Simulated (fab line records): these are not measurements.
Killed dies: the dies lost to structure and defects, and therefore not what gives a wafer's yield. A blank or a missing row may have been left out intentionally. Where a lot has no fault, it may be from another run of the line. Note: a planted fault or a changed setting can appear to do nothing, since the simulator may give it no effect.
fab line records | flow nandHarc | part 1 of 2: steps 1 to 21 of 28
record lots=5 | wafers=15 | lastDay=31
route steps=1302 shown A_STAIRCASE@720
lots with no fault: from the same line, run without faults
startH: hours from the record's opening day to when the first of the lot's shown wafers began | waitH: hours from the lot's prior step to this one | " unchanged from the row above | L1.1+2: a row that stands for several wafers | - no value present, or no start provided | * or withheld: withheld | < > ~ a bound
route shown NAME@n: a module of which the file shows steps, and the number in the route of the first | usual: mean and standard deviation over wafers with no fault | same: alike in all rows | chamber/n: place in a boat | sites: readings site by site | _std_site: standard deviation across them | _edge_site: outer sites' mean less inner sites' | radiusMm: how far each site lies from the wafer's centre | mask NAME#n: copy n | behind: tool/chamber where the wafer was last shaped | hold: reason for holding the lot/hours on hold/outcome of the hold | device: transistor that didn't switch, given as n, p or np | end of line: tests run on the same wafers once the route is complete | a step without rows: its recipe alone | killed: at the first sort, the dies lost to defects and structure; wafer yield is something else | map: the dies of a wafer, with x for killed, . for not killed, _ for no die there
set.NAME: setting as actually run; set.NAME@STEP: the setting as run at that earlier step | model.NAME: the simulator's own value behind a step, which no gauge read
lots at some steps of the route; a table a step, a row a wafer
services: the hour from which a tool's chamber was out of use, counted from the record's first day as startH (under 0 if before that day), plus the number of hours and why
## steps
# step NHARC_A_STAIRCASE_STRIP_206
# recipe timeS=900 | tempC=130 | chemistry=SPM
lot.wafer  | tool        | chamber | startH | waitH
L075.3+1+6 | wetBench-04 | 4,5,6   | 368.61 | 0.2
L078.5+6+2 | wetBench-09 | 1,2,3   | 396.92 | 0.1
L086.4+1+3 | wetBench-09 | 4,5,7   | 472.67 | 0.2
L090.1+4+5 | wetBench-04 | 0,3,4   | 520.32 | 0.3
L091.6+2+1 | wetBench-07 | 4,5,0   | 538.54 | 0.1
# step NHARC_A_STAIRCASE_PRECLEAN_207
# recipe timeS=* | tempC=50 | bathAgeMin=0 | chemistry=SC1
lot.wafer  | tool        | chamber | startH | waitH
L075.3+1+6 | wetBench-04 | 4,5,6   | -      | -
L078.5+6+2 | wetBench-09 | 1,2,3   | -      | -
L086.4+1+3 | wetBench-09 | 4,5,7   | -      | -
L090.1+4+5 | wetBench-04 | 0,3,4   | -      | -
L091.6+2+1 | wetBench-07 | 4,5,0   | -      | -
# step NHARC_A_STAIRCASE_SRD_208
lot.wafer  | tool        | chamber | startH | waitH
L075.3+1+6 | wetBench-04 | 4,5,6   | -      | -
L078.5+6+2 | wetBench-09 | 1,2,3   | -      | -
L086.4+1+3 | wetBench-09 | 4,5,7   | -      | -
L090.1+4+5 | wetBench-04 | 0,3,4   | -      | -
L091.6+2+1 | wetBench-07 | 4,5,0   | -      | -
# step NHARC_A_STAIRCASE_DEHYDRATE_209
# recipe tempC=150 | timeS=120
# usual exhaustPa=45.1/0.87
lot.wafer | tool          | chamber | startH | waitH | exhaustPa
L075.1    | lithoTrack-02 | 0       | 369.07 | -     | 45.8
L075.3    | "             | 0       | "      | "     | 46.8
L075.6    | "             | 0       | "      | "     | 46.6
L078.2    | lithoTrack-03 | 0       | 397.35 | -     | 44.9
L078.5    | "             | 0       | "      | "     | 46.2
L078.6    | "             | 0       | "      | "     | 45.1
L086.1    | lithoTrack-05 | 0       | 473.13 | -     | 46.4
L086.3    | "             | 0       | "      | "     | 45.5
L086.4    | "             | 0       | "      | "     | 46.2
L090.1    | lithoTrack-03 | 0       | 520.77 | -     | 45.5
L090.4    | "             | 0       | "      | "     | 44.4
L090.5    | "             | 0       | "      | "     | 44.7
L091.1    | lithoTrack-02 | 0       | 538.99 | -     | 45.3
L091.2    | "             | 0       | "      | "     | 46.0
L091.6    | "             | 0       | "      | "     | 44.9
# step NHARC_A_STAIRCASE_HMDS_210
# recipe timeS=30
# usual exhaustPa=45.1/0.98
lot.wafer | tool          | chamber | startH | waitH | exhaustPa
L075.1    | lithoTrack-02 | 0       | -      | -     | 43.6
L075.3    | "             | 0       | "      | "     | 44.8
L075.6    | "             | 0       | "      | "     | 44.3
L078.2    | lithoTrack-03 | 0       | -      | -     | 45.2
L078.5    | "             | 0       | "      | "     | 44.3
L078.6    | "             | 0       | "      | "     | 45.4
L086.1    | lithoTrack-05 | 0       | -      | -     | 45.1
L086.3    | "             | 0       | "      | "     | 45.1
L086.4    | "             | 0       | "      | "     | 45.0
L090.1    | lithoTrack-03 | 0       | -      | -     | 44.4
L090.4    | "             | 0       | "      | "     | 42.7
L090.5    | "             | 0       | "      | "     | 42.7
L091.1    | lithoTrack-02 | 0       | -      | -     | 45.8
L091.2    | "             | 0       | "      | "     | 45.2
L091.6    | "             | 0       | "      | "     | 44.6
# step NHARC_A_STAIRCASE_COAT_211
# recipe spinRpm=1200
# usual exhaustPa=44.8/0.87
lot.wafer | tool          | chamber | startH | waitH | exhaustPa
L075.1    | lithoTrack-02 | 0       | -      | -     | 44.4
L075.3    | "             | 0       | "      | "     | 43.3
L075.6    | "             | 0       | "      | "     | 44.2
L078.2    | lithoTrack-03 | 0       | -      | -     | 44.7
L078.5    | "             | 0       | "      | "     | 44.2
L078.6    | "             | 0       | "      | "     | 44.7
L086.1    | lithoTrack-05 | 0       | -      | -     | 44.3
L086.3    | "             | 0       | "      | "     | 45.3
L086.4    | "             | 0       | "      | "     | 44.7
L090.1    | lithoTrack-03 | 0       | -      | -     | 43.8
L090.4    | "             | 0       | "      | "     | 42.6
L090.5    | "             | 0       | "      | "     | 44.1
L091.1    | lithoTrack-02 | 0       | -      | -     | 44.1
L091.2    | "             | 0       | "      | "     | 44.7
L091.6    | "             | 0       | "      | "     | 42.5
# step NHARC_A_STAIRCASE_SOFTBAKE_212
# recipe tempC=135 | timeS=170
# usual exhaustPa=45.0/0.81
lot.wafer | tool          | chamber | startH | waitH | exhaustPa
L075.1    | lithoTrack-02 | 0       | -      | -     | 44.1
L075.3    | "             | 0       | "      | "     | 45.3
L075.6    | "             | 0       | "      | "     | 45.8
L078.2    | lithoTrack-03 | 0       | -      | -     | 44.4
L078.5    | "             | 0       | "      | "     | 45.6
L078.6    | "             | 0       | "      | "     | 45.7
L086.1    | lithoTrack-05 | 0       | -      | -     | 45.3
L086.3    | "             | 0       | "      | "     | 44.5
L086.4    | "             | 0       | "      | "     | 44.8
L090.1    | lithoTrack-03 | 0       | -      | -     | 45.5
L090.4    | "             | 0       | "      | "     | 45.0
L090.5    | "             | 0       | "      | "     | 45.5
L091.1    | lithoTrack-02 | 0       | -      | -     | 45.0
L091.2    | "             | 0       | "      | "     | 44.9
L091.6    | "             | 0       | "      | "     | 44.8
# step NHARC_A_STAIRCASE_EBR_213
# usual exhaustPa=45.0/0.79
lot.wafer | tool          | chamber | startH | waitH | exhaustPa
L075.1    | lithoTrack-02 | 0       | -      | -     | 45.8
L075.3    | "             | 0       | "      | "     | 44.3
L075.6    | "             | 0       | "      | "     | 45.4
L078.2    | lithoTrack-03 | 0       | -      | -     | 45.3
L078.5    | "             | 0       | "      | "     | 44.0
L078.6    | "             | 0       | "      | "     | 45.0
L086.1    | lithoTrack-05 | 0       | -      | -     | 45.0
L086.3    | "             | 0       | "      | "     | 45.9
L086.4    | "             | 0       | "      | "     | 44.9
L090.1    | lithoTrack-03 | 0       | -      | -     | 43.6
L090.4    | "             | 0       | "      | "     | 46.4
L090.5    | "             | 0       | "      | "     | 45.0
L091.1    | lithoTrack-02 | 0       | -      | -     | 45.2
L091.2    | "             | 0       | "      | "     | 45.2
L091.6    | "             | 0       | "      | "     | 44.2
# step NHARC_A_STAIRCASE_EXPOSE_214
# recipe na=0.5 | doseMj=31.26 | maskId=STAIR_3
# same na=0.5
lot.wafer  | tool          | chamber | startH | waitH | mask
L075.1+3+6 | krfScanner-03 | 0       | 369.40 | -     | STAIR_3#0
L078.2+5+6 | krfScanner-02 | 0       | 397.69 | -     | STAIR_3#0
L086.1+3+4 | krfScanner-01 | 0       | 473.33 | -     | STAIR_3#0
L090.1+4+5 | krfScanner-01 | 0       | 521.10 | -     | STAIR_3#0
L091.1+2+6 | krfScanner-01 | 0       | 539.20 | -     | STAIR_3#0
# step NHARC_A_STAIRCASE_PEB_215
# recipe pebTempC=115 | pebTimeS=130
# usual exhaustPa=44.9/1
# same pebTimeS=130
lot.wafer | tool          | chamber | startH | waitH | exhaustPa
L075.1    | lithoTrack-03 | 0       | 369.46 | 0.1   | 43.1
L075.3    | "             | 0       | "      | "     | 45.3
L075.6    | "             | 0       | "      | "     | 44.1
L078.2    | lithoTrack-03 | 0       | 397.75 | 0.1   | 43.6
L078.5    | "             | 0       | "      | "     | 44.1
L078.6    | "             | 0       | "      | "     | 43.7
L086.1    | lithoTrack-05 | 0       | 473.40 | 0.1   | 44.7
L086.3    | "             | 0       | "      | "     | 44.5
L086.4    | "             | 0       | "      | "     | 45.4
L090.1    | lithoTrack-02 | 0       | 521.17 | 0.1   | 44.2
L090.4    | "             | 0       | "      | "     | 44.4
L090.5    | "             | 0       | "      | "     | 43.5
L091.1    | lithoTrack-03 | 0       | 539.26 | 0.1   | 44.7
L091.2    | "             | 0       | "      | "     | 44.0
L091.6    | "             | 0       | "      | "     | 44.9
# step NHARC_A_STAIRCASE_DEVELOP_216
# recipe timeS=140
# usual exhaustPa=45.1/0.81
lot.wafer | tool          | chamber | startH | waitH | exhaustPa
L075.1    | lithoTrack-03 | 0       | -      | -     | 45.1
L075.3    | "             | 0       | "      | "     | 44.6
L075.6    | "             | 0       | "      | "     | 44.9
L078.2    | lithoTrack-03 | 0       | -      | -     | 44.8
L078.5    | "             | 0       | "      | "     | 45.9
L078.6    | "             | 0       | "      | "     | 47.7
L086.1    | lithoTrack-05 | 0       | -      | -     | 45.7
L086.3    | "             | 0       | "      | "     | 45.8
L086.4    | "             | 0       | "      | "     | 44.9
L090.1    | lithoTrack-02 | 0       | -      | -     | 44.7
L090.4    | "             | 0       | "      | "     | 45.5
L090.5    | "             | 0       | "      | "     | 45.8
L091.1    | lithoTrack-03 | 0       | -      | -     | 44.7
L091.2    | "             | 0       | "      | "     | 45.1
L091.6    | "             | 0       | "      | "     | 44.5
# step NHARC_A_STAIRCASE_HARDBAKE_218
# recipe tempC=120 | timeS=140
# usual exhaustPa=45.0/0.83
lot.wafer | tool          | chamber | startH | waitH | exhaustPa
L075.1    | lithoTrack-03 | 0       | 369.68 | -     | 44.9
L075.3    | "             | 0       | "      | "     | 44.9
L075.6    | "             | 0       | "      | "     | 44.3
L078.2    | lithoTrack-03 | 0       | 397.97 | -     | 45.7
L078.5    | "             | 0       | "      | "     | 44.8
L078.6    | "             | 0       | "      | "     | 44.9
L086.1    | lithoTrack-05 | 0       | 473.62 | -     | 46.2
L086.3    | "             | 0       | "      | "     | 44.8
L086.4    | "             | 0       | "      | "     | 44.0
L090.1    | lithoTrack-05 | 0       | 521.39 | -     | 44.6
L090.4    | "             | 0       | "      | "     | 46.1
L090.5    | "             | 0       | "      | "     | 45.4
L091.1    | lithoTrack-03 | 0       | 539.48 | -     | 45.9
L091.2    | "             | 0       | "      | "     | 44.7
L091.6    | "             | 0       | "      | "     | 44.4
# step NHARC_A_STAIRCASE_DESCUM_219
# recipe timeS=3 | o2FlowSccm=200 | arFlowSccm=0 | biasPowerW=0 | chemistry=O2
# usual drypumpMotorCurrentA=5.7/0.34 | oesProductAu=0.998/0.01 | rfVppV=57.7/0.83 | showerheadPlenumPTorr=1.93/0.081 | throttleValvePct=11.312/0.0091
lot.wafer | tool       | chamber | startH | waitH | drypumpMotorCurrentA | oesProductAu | rfHoursCounterH | rfVppV | showerheadPlenumPTorr | throttleValvePct
L075.1    | rieDiel-13 | 2       | 369.88 | -     | 5.5                  | 1.011        | 7               | 57.8   | 1.93                  | 11.293
L075.3    | "          | 0       | "      | "     | 5.2                  | 0.997        | 7               | 59.1   | 1.96                  | 11.304
L075.6    | "          | 2       | "      | "     | 5.6                  | 1.011        | -               | 58.1   | 1.93                  | 11.309
L078.2    | rieDiel-01 | 0       | 398.09 | -     | 5.4                  | 0.997        | 3               | 58.5   | 2.06                  | 11.303
L078.6    | "          | 1       | "      | "     | 6.0                  | 0.998        | -               | 57.3   | 1.93                  | 11.310
L078.5    | "          | 2       | "      | "     | 5.5                  | 0.989        | -               | 56.8   | 1.89                  | 11.322
L086.4    | rieDiel-06 | 1       | 473.71 | -     | 5.6                  | 0.991        | 48              | 56.5   | 1.76                  | 11.320
L086.3    | "          | 3       | "      | "     | 5.3                  | 1.001        | 44              | 57.5   | 1.90                  | 11.312
L086.1    | "          | 0       | "      | "     | 5.3                  | 1.009        | 49              | 58.6   | 1.83                  | 11.328
L090.4    | rieDiel-01 | 0       | 521.49 | -     | 5.4                  | 0.998        | 44              | 57.4   | 2.04                  | 11.311
L090.1    | "          | 1       | "      | "     | 6.0                  | 0.981        | 34              | 56.9   | 1.92                  | 11.305
L090.5    | "          | 3       | "      | "     | 6.1                  | 0.997        | -               | 58.9   | 2.02                  | 11.311
L091.1    | rieDiel-01 | 0       | 539.68 | -     | 5.4                  | 1.001        | 52              | 57.6   | 2.04                  | 11.303
L091.2    | "          | 1       | "      | "     | 6.0                  | 0.986        | 42              | 56.3   | 1.92                  | 11.315
L091.6    | "          | 3       | "      | "     | 6.1                  | 1.001        | -               | 59.2   | 2.02                  | 11.325
# step NHARC_A_STAIRCASE_TRIM_220
# recipe timeS=211.2 | o2FlowSccm=500 | arFlowSccm=0 | biasW=0 | chemistry=O2
# usual drypumpMotorCurrentA=5.7/0.35 | oesProductAu=0.999/0.0094 | rfVppV=58.0/0.86 | showerheadPlenumPTorr=3.56/0.14 | throttleValvePct=17.036/0.0096
lot.wafer | tool       | chamber | startH | waitH | drypumpMotorCurrentA | oesProductAu | rfHoursCounterH | rfVppV | showerheadPlenumPTorr | throttleValvePct
L075.3    | rieDiel-13 | 0       | 369.98 | 0.1   | 5.3                  | 1.000        | 7               | 57.8   | 3.61                  | 17.046
L075.1    | "          | 1       | "      | "     | 5.9                  | 1.000        | 8               | 57.4   | 3.75                  | 17.038
L075.6    | "          | 3       | "      | "     | 5.9                  | 1.011        | -               | 58.3   | 3.57                  | 17.040
L078.2    | rieDiel-01 | 1       | 398.15 | 0.1   | 6.0                  | 0.992        | 3               | 57.9   | 3.56                  | 17.044
L078.6    | "          | 1       | "      | "     | 6.0                  | 0.997        | -               | 58.4   | 3.56                  | 17.046
L078.5    | "          | 2       | "      | "     | 5.5                  | 0.988        | -               | 57.4   | 3.49                  | 17.041
L086.4    | rieDiel-06 | 0       | 473.79 | 0.1   | 5.3                  | 1.007        | 49              | 57.7   | 3.39                  | 17.043
L086.3    | "          | 1       | "      | "     | 5.6                  | 0.999        | 48              | 57.1   | 3.27                  | 17.048
L086.1    | "          | 3       | "      | "     | 5.3                  | 1.008        | 44              | 57.6   | 3.51                  | 17.054
L090.1    | rieDiel-01 | 2       | 521.59 | 0.1   | 5.5                  | 1.001        | 46              | 57.6   | 3.47                  | 17.043
L090.4    | "          | 0       | "      | "     | 5.4                  | 0.999        | 44              | 58.8   | 3.75                  | 17.039
L090.5    | "          | 1       | "      | "     | 6.0                  | 0.985        | -               | 58.8   | 3.55                  | 17.024
L091.1    | rieDiel-01 | 2       | 539.76 | 0.1   | 5.5                  | 1.001        | 54              | 58.1   | 3.47                  | 17.050
L091.2    | "          | 1       | "      | "     | 6.0                  | 1.004        | 42              | 58.9   | 3.54                  | 17.027
L091.6    | "          | 2       | "      | "     | 5.5                  | 1.017        | -               | 56.5   | 3.47                  | 17.035
# step NHARC_A_STAIRCASE_ETCH_221
# recipe targetDepthA=1000 | timeS=40.5 | ionEnergyEv=400 | c4f8FlowSccm=20 | o2FlowSccm=10 | arFlowSccm=withheld | rfW=600 | biasW=1000 | chemistry=C4F8/O2
# usual oesProductAu=0.932/0.013 | rfVppV=897/4.7
lot.wafer | tool       | chamber | startH | waitH | oesProductAu | rfHoursCounterH | rfVppV
L075.3    | rieDiel-13 | 0       | -      | -     | 0.924        | 7               | 900
L075.1    | "          | 1       | "      | "     | 0.945        | 8               | 905
L075.6    | "          | 1       | "      | "     | 0.941        | -               | 904
L078.2    | rieDiel-01 | 0       | -      | -     | 0.928        | 3               | 905
L078.6    | "          | 1       | "      | "     | 0.925        | -               | 898
L078.5    | "          | 2       | "      | "     | 0.923        | -               | 895
L086.4    | rieDiel-06 | 2       | -      | -     | 0.932        | 50              | 895
L086.3    | "          | 3       | "      | "     | 0.948        | 44              | 896
L086.1    | "          | 0       | "      | "     | 0.954        | 49              | 890
L090.4    | rieDiel-01 | 3       | -      | -     | 0.919        | 42              | 902
L090.1    | "          | 0       | "      | "     | 0.932        | 44              | 903
L090.5    | "          | 0       | "      | "     | 0.935        | -               | 903
L091.2    | rieDiel-01 | 2       | -      | -     | 0.925        | 54              | 896
L091.1    | "          | 1       | "      | "     | 0.925        | 42              | 897
L091.6    | "          | 3       | "      | "     | 0.927        | -               | 902
# step NHARC_A_STAIRCASE_TRIM_222
# recipe timeS=211.2 | o2FlowSccm=500 | arFlowSccm=0 | biasW=0 | chemistry=O2
# usual drypumpMotorCurrentA=5.7/0.35 | oesProductAu=0.999/0.0095 | rfVppV=57.9/0.91 | showerheadPlenumPTorr=3.56/0.14 | throttleValvePct=17.036/0.0091
lot.wafer | tool       | chamber | startH | waitH | drypumpMotorCurrentA | oesProductAu | rfHoursCounterH | rfVppV | showerheadPlenumPTorr | throttleValvePct
L075.1    | rieDiel-13 | 2       | -      | -     | 5.6                  | 0.998        | 8               | 58.2   | 3.56                  | 17.035
L075.3    | "          | 3       | "      | "     | 5.9                  | 1.011        | 7               | 57.2   | 3.57                  | 17.037
L075.6    | "          | 1       | "      | "     | 5.9                  | 0.999        | -               | 58.4   | 3.75                  | 17.022
L078.2    | rieDiel-01 | 2       | -      | -     | 5.5                  | 0.991        | 4               | 58.2   | 3.49                  | 17.035
L078.5    | "          | 3       | "      | "     | 6.1                  | 0.997        | -               | 59.1   | 3.74                  | 17.047
L078.6    | "          | 0       | "      | "     | 5.4                  | 0.993        | -               | 58.6   | 3.77                  | 17.037
L086.1    | rieDiel-06 | 0       | -      | -     | 5.3                  | 1.014        | 49              | 57.4   | 3.39                  | 17.037
L086.3    | "          | 1       | "      | "     | 5.6                  | 0.990        | 48              | 57.6   | 3.27                  | 17.055
L086.4    | "          | 2       | "      | "     | 6.3                  | 1.000        | 50              | 58.1   | 3.54                  | 17.044
L090.1    | rieDiel-01 | 2       | -      | -     | 5.5                  | 1.009        | 46              | 58.3   | 3.47                  | 17.036
L090.4    | "          | 3       | "      | "     | 6.1                  | 0.997        | 42              | 57.1   | 3.72                  | 17.029
L090.5    | "          | 2       | "      | "     | 5.5                  | 1.001        | -               | 57.6   | 3.47                  | 17.045
L091.2    | rieDiel-01 | 2       | -      | -     | 5.5                  | 0.999        | 54              | 58.5   | 3.47                  | 17.033
L091.1    | "          | 3       | "      | "     | 6.1                  | 0.997        | 51              | 57.9   | 3.71                  | 17.034
L091.6    | "          | 1       | "      | "     | 6.0                  | 0.989        | -               | 59.1   | 3.54                  | 17.021
# step NHARC_A_STAIRCASE_ETCH_223
# recipe targetDepthA=1000 | timeS=40.5 | ionEnergyEv=400 | c4f8FlowSccm=20 | o2FlowSccm=10 | arFlowSccm=withheld | rfW=600 | biasW=1000 | chemistry=C4F8/O2
# usual oesProductAu=0.938/0.012 | rfVppV=897/4.9
lot.wafer | tool       | chamber | startH | waitH | oesProductAu | rfHoursCounterH | rfVppV
L075.1    | rieDiel-13 | 1       | -      | -     | 0.940        | 8               | 905
L075.3    | "          | 3       | "      | "     | 0.943        | 7               | 898
L075.6    | "          | 2       | "      | "     | 0.939        | -               | 898
L078.2    | rieDiel-01 | 2       | -      | -     | 0.920        | 4               | 895
L078.5    | "          | 2       | "      | "     | 0.930        | -               | 894
L078.6    | "          | 3       | "      | "     | 0.929        | -               | 905
L086.1    | rieDiel-06 | 0       | -      | -     | 0.955        | 49              | 890
L086.3    | "          | 1       | "      | "     | 0.950        | 48              | 887
L086.4    | "          | 2       | "      | "     | 0.927        | 50              | 896
L090.1    | rieDiel-01 | 3       | -      | -     | 0.932        | 42              | 901
L090.4    | "          | 1       | "      | "     | 0.928        | 35              | 896
L090.5    | "          | 3       | "      | "     | 0.936        | -               | 904
L091.2    | rieDiel-01 | 3       | -      | -     | 0.938        | 51              | 902
L091.1    | "          | 0       | "      | "     | 0.939        | 53              | 903
L091.6    | "          | 2       | "      | "     | 0.930        | -               | 894
# step NHARC_A_STAIRCASE_TRIM_224
# recipe timeS=211.2 | o2FlowSccm=500 | arFlowSccm=0 | biasW=0 | chemistry=O2
# usual drypumpMotorCurrentA=5.7/0.35 | oesProductAu=0.999/0.0092 | rfVppV=57.9/0.98 | showerheadPlenumPTorr=3.56/0.14 | throttleValvePct=17.037/0.0095
lot.wafer | tool       | chamber | startH | waitH | drypumpMotorCurrentA | oesProductAu | rfHoursCounterH | rfVppV | showerheadPlenumPTorr | throttleValvePct
L075.1    | rieDiel-13 | 0       | -      | -     | 5.3                  | 0.986        | 8               | 57.9   | 3.61                  | 17.033
L075.3    | "          | 1       | "      | "     | 5.9                  | 1.002        | 8               | 57.8   | 3.74                  | 17.036
L075.6    | "          | 3       | "      | "     | 6.0                  | 1.006        | -               | 57.7   | 3.57                  | 17.038
L078.2    | rieDiel-01 | 3       | -      | -     | 6.1                  | 0.988        | 4               | 58.3   | 3.74                  | 17.038
L078.5    | "          | 0       | "      | "     | 5.4                  | 0.984        | -               | 58.5   | 3.77                  | 17.024
L078.6    | "          | 1       | "      | "     | 6.0                  | 0.993        | -               | 58.5   | 3.56                  | 17.039
L086.1    | rieDiel-06 | 2       | -      | -     | 6.3                  | 0.991        | 50              | 58.5   | 3.54                  | 17.042
L086.4    | "          | 3       | "      | "     | 5.3                  | 1.014        | 45              | 57.7   | 3.51                  | 17.045
L086.3    | "          | 0       | "      | "     | 5.3                  | 1.020        | 49              | 57.8   | 3.39                  | 17.032
L090.4    | rieDiel-01 | 2       | -      | -     | 5.5                  | 0.997        | 46              | 57.2   | 3.47                  | 17.042
L090.1    | "          | 0       | "      | "     | 5.4                  | 1.005        | 44              | 59.0   | 3.75                  | 17.029
L090.5    | "          | 3       | "      | "     | 6.1                  | 0.993        | -               | 57.2   | 3.72                  | 17.030
L091.1    | rieDiel-01 | 2       | -      | -     | 5.5                  | 0.995        | 54              | 58.8   | 3.47                  | 17.031
L091.2    | "          | 0       | "      | "     | 5.4                  | 0.994        | 53              | 58.8   | 3.75                  | 17.008
L091.6    | "          | 2       | "      | "     | 5.5                  | 0.998        | -               | 56.7   | 3.47                  | 17.050
# step NHARC_A_STAIRCASE_ETCH_225
# recipe targetDepthA=1000 | timeS=40.5 | ionEnergyEv=400 | c4f8FlowSccm=20 | o2FlowSccm=10 | arFlowSccm=withheld | rfW=600 | biasW=1000 | chemistry=C4F8/O2
# usual oesProductAu=0.938/0.012 | rfVppV=897/5.2
lot.wafer | tool       | chamber | startH | waitH | oesProductAu | rfHoursCounterH | rfVppV
L075.3    | rieDiel-13 | 0       | -      | -     | 0.925        | 8               | 899
L075.1    | "          | 1       | "      | "     | 0.943        | 8               | 903
L075.6    | "          | 1       | "      | "     | 0.938        | -               | 905
L078.2    | rieDiel-01 | 0       | -      | -     | 0.910        | 4               | 904
L078.6    | "          | 2       | "      | "     | 0.920        | -               | 895
L078.5    | "          | 3       | "      | "     | 0.925        | -               | 904
L086.4    | rieDiel-06 | 1       | -      | -     | 0.938        | 48              | 886
L086.3    | "          | 2       | "      | "     | 0.928        | 50              | 895
L086.1    | "          | 0       | "      | "     | 0.963        | 49              | 891
L090.4    | rieDiel-01 | 3       | -      | -     | 0.937        | 42              | 904
L090.1    | "          | 0       | "      | "     | 0.947        | 44              | 904
L090.5    | "          | 3       | "      | "     | 0.926        | -               | 903
L091.2    | rieDiel-01 | 3       | -      | -     | 0.938        | 51              | 905
L091.1    | "          | 0       | "      | "     | 0.937        | 53              | 904
L091.6    | "          | 3       | "      | "     | 0.928        | -               | 902
# step NHARC_A_STAIRCASE_TRIM_226
# recipe timeS=211.2 | o2FlowSccm=500 | arFlowSccm=0 | biasW=0 | chemistry=O2
# usual drypumpMotorCurrentA=5.7/0.35 | oesProductAu=0.999/0.0094 | rfVppV=58.0/0.77 | showerheadPlenumPTorr=3.56/0.14 | throttleValvePct=17.036/0.0092
lot.wafer | tool       | chamber | startH | waitH | drypumpMotorCurrentA | oesProductAu | rfHoursCounterH | rfVppV | showerheadPlenumPTorr | throttleValvePct
L075.1    | rieDiel-13 | 1       | -      | -     | 5.9                  | 1.014        | 8               | 60.0   | 3.74                  | 17.039
L075.3    | "          | 2       | "      | "     | 5.5                  | 1.024        | 8               | 58.1   | 3.56                  | 17.031
L075.6    | "          | 1       | "      | "     | 5.9                  | 1.014        | -               | 58.5   | 3.74                  | 17.023
L078.2    | rieDiel-01 | 2       | -      | -     | 5.5                  | 0.992        | 4               | 58.7   | 3.49                  | 17.042
L078.5    | "          | 2       | "      | "     | 5.5                  | 0.989        | -               | 56.7   | 3.49                  | 17.052
L078.6    | "          | 3       | "      | "     | 6.1                  | 1.004        | -               | 57.6   | 3.74                  | 17.028
L086.3    | rieDiel-06 | 2       | -      | -     | 6.3                  | 0.983        | 50              | 57.5   | 3.54                  | 17.045
L086.1    | "          | 3       | "      | "     | 5.3                  | 1.009        | 45              | 58.5   | 3.51                  | 17.034
L086.4    | "          | 0       | "      | "     | 5.3                  | 1.005        | 49              | 58.1   | 3.39                  | 17.013
L090.1    | rieDiel-01 | 1       | -      | -     | 6.0                  | 0.999        | 35              | 57.1   | 3.54                  | 17.036
L090.4    | "          | 2       | "      | "     | 5.5                  | 1.010        | 47              | 57.6   | 3.47                  | 17.055
L090.5    | "          | 1       | "      | "     | 6.0                  | 1.002        | -               | 58.4   | 3.55                  | 17.049
L091.1    | rieDiel-01 | 2       | -      | -     | 5.5                  | 1.002        | 55              | 57.4   | 3.47                  | 17.035
L091.2    | "          | 0       | "      | "     | 5.4                  | 0.993        | 53              | 58.2   | 3.75                  | 17.040
L091.6    | "          | 2       | "      | "     | 5.5                  | 0.994        | -               | 57.7   | 3.46                  | 17.033
# step NHARC_A_STAIRCASE_ETCH_227
# recipe targetDepthA=1000 | timeS=40.5 | ionEnergyEv=400 | c4f8FlowSccm=20 | o2FlowSccm=10 | arFlowSccm=withheld | rfW=600 | biasW=1000 | chemistry=C4F8/O2
# usual oesProductAu=0.939/0.012 | rfVppV=897/4.9
lot.wafer | tool       | chamber | startH | waitH | oesProductAu | rfHoursCounterH | rfVppV
L075.3    | rieDiel-13 | 3       | -      | -     | 0.958        | 8               | 899
L075.1    | "          | 0       | "      | "     | 0.934        | 8               | 900
L075.6    | "          | 3       | "      | "     | 0.960        | -               | 897
L078.2    | rieDiel-01 | 1       | -      | -     | 0.918        | 5               | 897
L078.5    | "          | 0       | "      | "     | 0.924        | -               | 904
L078.6    | "          | 1       | "      | "     | 0.924        | -               | 897
L086.3    | rieDiel-06 | 3       | -      | -     | 0.932        | 45              | 894
L086.1    | "          | 0       | "      | "     | 0.960        | 49              | 891
L086.4    | "          | 2       | "      | "     | 0.937        | 50              | 896
L090.1    | rieDiel-01 | 0       | -      | -     | 0.939        | 44              | 903
L090.4    | "          | 2       | "      | "     | 0.954        | 47              | 895
L090.5    | "          | 0       | "      | "     | 0.940        | -               | 904
L091.2    | rieDiel-01 | 1       | -      | -     | 0.936        | 43              | 897
L091.1    | "          | 2       | "      | "     | 0.940        | 55              | 893
L091.6    | "          | 1       | "      | "     | 0.924        | -               | 897
